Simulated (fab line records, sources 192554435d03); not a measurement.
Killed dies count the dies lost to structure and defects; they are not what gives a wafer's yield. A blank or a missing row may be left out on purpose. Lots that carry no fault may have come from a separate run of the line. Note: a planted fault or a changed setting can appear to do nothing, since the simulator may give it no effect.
Split-lot study ; flow n5 finfet ; 7 lots, 39 wafers read, on a route of 1938 steps

## SPLIT DETAILS
At N5_FIN_SAQP_SPACER2_ALD_28 (deposits SiO2, target thk 8.1 nm, pulse time 1 s, purge time 2 s), the setting target thk a was moved away from the recipe's 81 angstrom on 9 of the 39 wafers read, by -33.7% to +25.7%. All remaining wafers had this setting at the recipe value.

## FROM THE SPLIT TO THE READING: what the file shows between them, 9 steps
- N5_FIN_SAQP_SPACER2_ETCHBACK_29: etches SiO2 in CHF3/O2, target depth 12.2 nm, time 6.1 s
- N5_FIN_SAQP_MANDREL2_REMOVE_60: chemistry HBr/Cl2/O2, target a-Si, stops on SiNx, bt time 10 s
- N5_FIN_SAQP_CD_MEAS_31: target cd 8 nm
- N5_FIN_SAQP_HM_OPEN_33: chemistry CH3F/O2, target SiNx, target depth 49.4 nm, time 70.6 s
- N5_FIN_SAQP_ETCH_34: etches SiO2 in C4F6/O2, target depth 45 nm, time 15 s
- N5_FIN_SAQP_STRIP_77: strips in N2/H2, time 90 s
- N5_FIN_SAQP_HM_CD_35: target cd 8 nm
- N5_FIN_SAQP_ETCH_64: etches SiO2 in CF4, target depth 1.5 nm
- N5_FIN_SAQP_FIN_ETCH_36: etches the open film in HBr/Cl2/O2, target depth 120 nm, time 50.4 s

## THE READING
cd nm, in nm, at N5_FIN_SAQP_CD_MEAS_37 (target cd 8 nm). A value of 8.13 nm with a standard deviation of 0.25 nm is what fault-free wafers of this fab line usually give.

wafer;tool, chamber at the split;target thk a as run, angstrom;against the recipe;cd nm, nm;against lot-mates on the recipe
L075.1;ald sin-01, 2,3,0,2;81;recipe;8.01;-
L075.2;ald sin-01, 2,3,0,2;81;recipe;7.85;-
L075.3;ald sin-01, 2,3,0,2;81;recipe;8.35;-
L075.4;ald sin-01, 1;81;recipe;7.78;-
L075.5;ald sin-01, 1;81;recipe;8.14;-
L075.6;ald sin-01, 2,3,0,2;81;recipe;8.29;-
L076.1;ald sin-04, 0,2,3,1;81;recipe;7.96;-
L076.2;ald sin-04, 1,0;81;recipe;8.11;-
L076.3;ald sin-04, 0,2,3,1;81;recipe;8.03;-
L076.4;ald sin-04, 0,2,3,1;81;recipe;8.49;-
L076.5;ald sin-04, 1,0;81;recipe;8.44;-
L076.6;ald sin-04, 0,2,3,1;81;recipe;8.28;-
L082.1;ald sin-03, 3,0,1,1;81;recipe;7.51;-
L082.2;ald sin-03, 3,0,1,1;81;recipe;8.11;-
L082.3;ald sin-03, 2;81;recipe;7.98;-
L082.4;ald sin-03, 3,0,1,1;81;recipe;8.26;-
L082.5;ald sin-03, 3,0,1,1;81;recipe;8.16;-
L082.6;ald sin-03, 2;81;recipe;8.15;-
L085.1;ald sin-01, 2,0,0;101.8;+25.7%;10.47;+2.23
L085.2;ald sin-01, 2,0,0;101.8;+25.7%;10.18;+1.94
L085.3;ald sin-01, 3,1,3;81;recipe;8.60;-
L085.4;ald sin-01, 3,1,3;81;recipe;7.80;-
L085.5;ald sin-01, 2,0,0;101.8;+25.7%;10.55;+2.31
L085.6;ald sin-01, 3,1,3;81;recipe;8.32;-
L086.1;ald sin-04, 0,2,2;66.01;-18.5%;6.66;-1.23
L086.2;ald sin-04, 0,2,2;66.01;-18.5%;6.67;-1.22
L086.3;ald sin-04, 1,3,1;81;recipe;7.91;-
L086.4;ald sin-04, 1,3,1;81;recipe;7.92;-
L086.5;ald sin-04, 1,3,1;81;recipe;7.85;-
L086.6;ald sin-04, 0,2,2;66.01;-18.5%;6.36;-1.53
L091.1;ald sin-03, 3,2;81;recipe;8.39;-
L091.4;ald sin-03, 3,2;81;recipe;8.21;-
L091.5;ald sin-03, 1;81;recipe;8.26;-
L094.1;ald sin-01, 3,2,1;53.7;-33.7%;5.46;-2.85
L094.2;ald sin-01, 0,2;81;recipe;8.12;-
L094.3;ald sin-01, 3,2,1;53.7;-33.7%;5.07;-3.24
L094.4;ald sin-01, 3,2,1;53.7;-33.7%;5.22;-3.09
L094.5;ald sin-01, 1;81;recipe;8.05;-
L094.6;ald sin-01, 0,2;81;recipe;8.76;-
If several chambers appear in one row, that row covers several wafers at once and the file leaves open which wafer was in which chamber.

FIT RESULTS
A straight line over all 39 wafers: cd nm changes by +0.0864 nm for each +1% of target thk a; r = +0.98; the points scatter about the line by 0.25 nm.
The same after taking each lot's own level away (the mean of its wafers on the recipe; 39 wafers): +0.0857 nm for each +1%; r = +0.98; scatter 0.23 nm.
On that fit, the largest move of target thk a shifts the reading by 2.9 nm.
Measured against the standard deviation above, the lots' own levels, which go from 7.893 to 8.310 nm, span 1.7 times it.
Consequently the slope shifts little with the lot-to-lot level, the two slopes agreeing.
Check: -2.89 nm against its lot-mates is what the line predicts for one of the wafers moved furthest among these (-33.7%) when that wafer is left out of the fit. It came out at -2.85 nm against them.

## THESE WAFERS: OTHER SPLITS
Other splits were also applied to these wafers ahead of the reading. Each is held against what the fit with the lots' levels taken away leaves over:
other split on the same wafers;wafers away from the commonest value;r with cd nm (lot level and that fit taken away)
N5_PMOS_HMC_CHANNEL_EPI_ETCH_38 target depth a;15;+0.11

## THE WHOLE CHAIN: every reading that the file lists as answering this split, in the file's order
step;what it does;reading;change (the file's fit);r (the file's)
N5_FIN_SAQP_SPACER2_ALD_28;deposits SiO2, target thk 8.1 nm, pulse time 1 s, purge time 2 s;SiO2_of_FIN_SAQP_SPACER2_ALD_28.thk nm (the simulator's own value, which no gauge read);+0.081 nm for each +1% of the setting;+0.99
N5_FIN_SAQP_MANDREL2_REMOVE_60;chemistry HBr/Cl2/O2, target a-Si, stops on SiNx, bt time 10 s;FIN_SAQP.cd nm (the simulator's own value, which no gauge read);+0.0835 nm for each +1% of the setting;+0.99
N5_FIN_SAQP_CD_MEAS_31;target cd 8 nm;cd nm;+0.0871 nm for each +1% of the setting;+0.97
N5_FIN_SAQP_HM_OPEN_33;chemistry CH3F/O2, target SiNx, target depth 49.4 nm, time 70.6 s;FIN_SAQP.cd nm (the simulator's own value, which no gauge read);+0.0822 nm for each +1% of the setting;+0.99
N5_FIN_SAQP_HM_CD_35;target cd 8 nm;cd nm;+0.0901 nm for each +1% of the setting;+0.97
N5_FIN_SAQP_FIN_ETCH_36;etches the open film in HBr/Cl2/O2, target depth 120 nm, time 50.4 s;FIN_SAQP.cd nm (the simulator's own value, which no gauge read);+0.0845 nm for each +1% of the setting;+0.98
N5_FIN_SAQP_CD_MEAS_37;target cd 8 nm;cd nm;+0.0857 nm for each +1% of the setting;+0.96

## FILE'S OWN FIT
cd nm changes by +0.0857 nm for each +1% of target thk a, r = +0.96.
